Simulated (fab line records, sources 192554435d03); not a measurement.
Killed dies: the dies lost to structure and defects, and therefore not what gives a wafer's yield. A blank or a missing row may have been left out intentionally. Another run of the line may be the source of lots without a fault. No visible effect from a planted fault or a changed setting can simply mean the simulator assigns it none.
Chamber matching -- flow n5_finfet -- cmp-03 running N5_GATE_CUT_CMP_02: 4 sister chambers
The step polishes, stops on SiO2, t overpolish 12.7 s, target thk 0 nm. 4 wafers are shown with their chamber, then 8 later ones without.

## WAFERS WITH THEIR CHAMBER
wafer,chamber,time_to_endpoint_s (s)
L088.3,3,26
L088.5,1,27
L088.6,0,20
L090.2,2,24

## WAFERS WITHOUT THEIR CHAMBER
wafer,time_to_endpoint_s (s)
L090.3,25
L090.4,26
L093.1,31
L093.3,29
L093.5,25
L097.3,28
L097.5,29
L097.6,32

## EACH ONE'S CHAMBER
wafer,from the rows above,in truth
L090.3,can't be placed: 2 or 3 or 1 or 0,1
L090.4,can't be placed: 3 or 1 or 2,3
L093.1,can't be placed: 1 or 3 or 2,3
L093.3,can't be placed: 1 or 3 or 2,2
L093.5,can't be placed: 2 or 3 or 1 or 0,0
L097.3,can't be placed: 1 or 3 or 2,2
L097.5,can't be placed: 1 or 3 or 2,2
L097.6,can't be placed: 1 or 3 or 2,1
Correctly placed: 0 of 8. Not placeable from these rows: 8 (in 8, the candidates include the true chamber). Placed wrongly: 0.
How it was worked out, from the rows above alone: a wafer's distance from a chamber is the root of the sum, over the readings, of the square of ((its reading less the chamber's mean) divided by the reading's scatter). If the next closest chamber is less than 2 further off than the closest, the wafer can't be placed; otherwise it belongs to the closest. Each chamber's mean is taken over the wafers shown for it. The scatter: with one shown wafer a chamber, the root of the mean of the squares of how far each hidden wafer lies from its nearest shown one.
